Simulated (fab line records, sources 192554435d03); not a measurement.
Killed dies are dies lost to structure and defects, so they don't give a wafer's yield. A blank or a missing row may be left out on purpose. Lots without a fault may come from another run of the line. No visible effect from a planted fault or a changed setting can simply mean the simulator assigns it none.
Chamber matching -- flow n5 finfet -- N5_BEOL_M7_ETCH_65 on rie diel-03 has 4 sister chambers
The step etches SiARC in CF4, target depth 15.6 nm, time 26 s. 4 wafers are shown with their chamber, then 7 later ones without.

WAFERS, EACH WITH ITS CHAMBER
wafer,chamber,showerhead plenum p Torr (Torr)
L086.3,2,2.16
L087.4,1,2.03
L089.1,3,2.27
L089.2,0,2.13

WAFERS WHOSE CHAMBER IS MISSING
wafer,showerhead plenum p Torr (Torr)
L089.4,2.03
L095.1,2.03
L095.2,2.13
L095.3,2.27
L094.1,2.16
L094.2,2.03
L094.3,2.26

CHAMBER TAKEN BY EACH
wafer,from the rows above,in truth
L089.4,1,1
L095.1,1,1
L095.2,0,0
L095.3,3,3
L094.1,2,2
L094.2,1,1
L094.3,3,3
Correctly placed: 7 of 7. Not placeable from these rows: 0. 0 placed wrongly.
How it was worked out, from the rows above alone: a wafer's distance from a chamber is the root of the sum, over the readings, of the square of ((its reading less the chamber's mean) divided by the reading's scatter). If the next closest chamber is less than 2 further off than the closest, the wafer can't be placed; otherwise it belongs to the closest. A chamber's mean is the mean of its shown wafers. The scatter: root of mean squared gap, hidden wafer to nearest shown wafer, with one shown wafer a chamber.
